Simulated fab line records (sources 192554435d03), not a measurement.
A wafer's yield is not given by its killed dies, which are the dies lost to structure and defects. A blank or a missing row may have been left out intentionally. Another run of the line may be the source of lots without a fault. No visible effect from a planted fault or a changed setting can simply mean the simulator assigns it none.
A lot that was struck, set against a sound lot | flow n5Finfet | 16 steps out of a route of 1938
Sound: the wafers L662.3, L662.4, L662.5. Struck: wafer L675.4 (left out: L675.1, a lot-mate that was not struck); the cause follows at the end.
At each step with rows: each side's tool, then ch and its chambers, then its first start. Under that, the readings that differ: sound wafers | struck wafers | difference of the means | sigmas: that difference in standard deviations of wafers without a fault.
alike: readings with means less than 2 such deviations apart, plus words and numbers identical on both sides. not compared: withheld readings, readings lacking a value on some wafer, bounds such as >300 that could conceal the same value, and numbers that have no deviation in the record and whose values overlap.
A row with sigmas, a row that says differs or no value, or rows on one side alone: a step with any of these is where the two part. Non-overlapping numbers with no deviation appear without sigmas and do not part them. Lack of a reading on every wafer of one side parts them only where that side has two or more wafers.

first, 1 step without rows for these wafers: N5_BEOL_M4_SPUTTER_92 (material Cu, target thk 4.5 nm, time 8.29 s).
N5_BEOL_M4_ANNEAL_93: time 240 s.
  sound on pvdSputter-02 at day 9 10:57; struck on pvdSputter-02 at day 11 19:29
reading          | sound       | struck | difference | sigmas
heaterPowerW (W) | 820 779 659 | 992    | +239       | +3
N5_BEOL_M4_SPUTTER_94: material Cu, target thk 4.5 nm, time 8.29 s.
  sound on pvdSputter-02 at day 9 11:05; struck on pvdSputter-02 at day 11 19:37
  alike: throttleValvePct
then, 3 steps without rows for these wafers: N5_BEOL_M4_ANNEAL_95 (time 240 s); N5_BEOL_M4_SPUTTER_96 (material Cu, target thk 4.5 nm, time 8.29 s); N5_BEOL_M4_ECD_50 (material Cu, target thk 300 nm).
N5_BEOL_M4_ANNEAL_51: time 90 s.
  sound on rtpAnneal-02 ch 0, day 9 11:35; struck on rtpAnneal-01 ch 0, day 11 20:02
  alike: wafer_temp_C_max
then, 1 step without rows for these wafers: N5_BEOL_M4_CMP_52 (polishes, stops on SiOC, t overpolish 6.8 s, target thk 40 nm).
N5_BEOL_M4_THK_MEAS_53: measures by xrf.
  sound on filmMetro-01 at day 9 12:06; struck on filmMetro-02 at day 11 20:38
  alike: M4_THK
N5_BEOL_M4_PRE_CLEAN_60: time 15 s.
  sound on cvdCo-02 ch 0,2, day 9 12:08; struck on cvdCo-01 ch 0, day 11 20:40
  alike: heaterPowerW
N5_BEOL_M4_CO_CAP_55: material Co, precursor CCTBA/H2, target thk 2 nm, time 102.1 s.
  sound on cvdCo-02 ch 0,2, day 9 12:11; struck on cvdCo-01 ch 0, day 11 20:42
  alike: heaterPowerW
then, 1 step without rows for these wafers: N5_BEOL_M4_PRE_CLEAN_56 (time 15 s).
N5_BEOL_M4_DEP_57: deposits SiCN from 3MS/NH3, target thk 8 nm, time 14 s.
  sound on pecvd-04 ch 0,2, day 9 12:18; struck on pecvd-04 ch 1, day 11 20:49
reading                                 | sound     | struck | difference | sigmas
model.SiCN_of_BEOL_M4_DEP_57.thkNm (nm) | 7.8 7.8 8 | 10.8   | +2.9       | 
  alike: showerheadPlenumPTorr, throttleValvePct
N5_BEOL_M4_RS_MEAS_58: a four-point-probe measurement.
  sound on filmMetro-02 at day 9 12:22; struck on filmMetro-01 at day 11 20:53
  alike: M4_RS
N5_BEOL_M4_RC_MEAS_101:
  sound on prober-02 ch 0, day 9 12:44; struck on prober-02 ch 0, day 11 20:56
reading        | sound          | struck | difference | sigmas
DIBL_N (mV/V)  | 33.6 37.0 32.3 | 37.7   | +3.4       | +2
IOFF_P (nA/um) | 0.16 0.24 0.14 | 0.29   | +0.11      | +3
ION_P (uA/um)  | 457 470 447    | 478    | +20        | +2
VT_P (mV)      | -257 -250 -256 | -244   | +10        | +3
  alike: DIBL_P, IOFF_N, ION_N, SS_N, SS_P, VT_N
-- the record jumps here: 4 days lie between the struck wafers' starts before and after (it left off in module BEOL_M4 and takes up again in module PASSIVATION, whose first step shown is number 1936 of the route) --
N5_PASSIVATION_PROBE_49:
  the record has rows for the struck wafers here (prober-02, day 16 07:10) and none for the sound ones

== WHERE THEY PART ==
At N5_BEOL_M4_ANNEAL_93 first; at N5_PASSIVATION_PROBE_49 last (within this record only).

WHY: whatever the simulator had introduced
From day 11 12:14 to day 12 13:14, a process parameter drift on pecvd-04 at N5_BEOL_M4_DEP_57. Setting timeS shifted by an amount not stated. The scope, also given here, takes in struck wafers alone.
